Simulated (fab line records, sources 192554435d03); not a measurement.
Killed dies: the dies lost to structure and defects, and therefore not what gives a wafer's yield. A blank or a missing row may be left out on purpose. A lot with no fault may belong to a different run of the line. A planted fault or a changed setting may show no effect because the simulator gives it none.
Code-filled problem report in 8D (eight disciplines) form + flow n5-finfet + the parts of the form that need people (team, actions taken, sign-off) are left out

1. WHAT WENT WRONG
Wafers without a fault read 1500.3 rpm, standard deviation 0.96; spin-speed-rpm at N5_BEOL_M9_COAT_63 reads a mean of 1331.6 rpm on 6 wafers belonging to 2 lots. So: -99 or more standard deviations from the usual mean.
The step: time 60 s, resist thk 60 nm.
Earliest sighting: wafer L621.2 on litho-track-03 at day 13 09:26. At this step, 12 wafers from 4 lots have a number in the record. The rule behind "out" and "out of limits": a value lying over 4 standard deviations away from the usual mean. The rest of the wafers with a number are treated as sound.

2. WHAT IT IS, WHAT IT ISN'T
| question                    | is                     | is not                                                             |
|-----------------------------|------------------------|--------------------------------------------------------------------|
| which readings at this step | spin-speed-rpm         | resist-line-temp-C                                                 |
| which lots                  | L621, L624             | L616, L630                                                         |
| which wafers of those lots  | all that have a number | -                                                                  |
| read on which tools         | litho-track-03         | litho-track-05                                                     |
| when                        | from day 13 09:26      | up to then (3 sound wafers); but 3 sound wafers of L630 came after |

3. THE SUSPECTS, EACH WITH WHAT RULES IT OUT
Counting: a tool at a process step up to the reading stays a suspect if it ran every lot that is out and no sound lot after the first of them.
- litho-track-03 at N5_BEOL_M9_COAT_63 (time 60 s, resist thk 60 nm): kept. All lots that are out passed through it, beginning with L621 at day 13 09:26, and no sound lot followed; its final sound lot before that point was L616 at day 11 22:07. On those wafers its own readings are out: spin-speed-rpm.
Remaining after the count: litho-track-03 at N5_BEOL_M9_COAT_63.

4. THE CAUSE (what the simulator had put in)
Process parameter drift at N5_BEOL_M9_COAT_63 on litho-track-03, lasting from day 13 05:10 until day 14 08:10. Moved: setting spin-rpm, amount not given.
Counting left only this tool.

5. THE CHAIN OF EFFECTS, in route order
One row per reading whose mean, taken over the struck wafers that have a number, lies over 3 standard deviations from the usual. Scope: only readings with a usual standard deviation given in the record; hours: median across lots of the time from each lot's start at the first step in this table that gives one to its start at this step; sigmas: change in usual standard deviations.
| hours | step               | reading        | usual      | on struck wafers | change | sigmas      |
|-------|--------------------|----------------|------------|------------------|--------|-------------|
| 0     | N5_BEOL_M9_COAT_63 | spin-speed-rpm | 1500.3 rpm | 1331.6           | -168.7 | -99 or more |
Its process steps:
- N5_BEOL_M9_COAT_63: time 60 s, resist thk 60 nm.

6. HOW IT WOULD HAVE BEEN CAUGHT EARLIER
In this record the first reading out of limits was taken at day 13 09:26, 4 hours after the fault began at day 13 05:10.
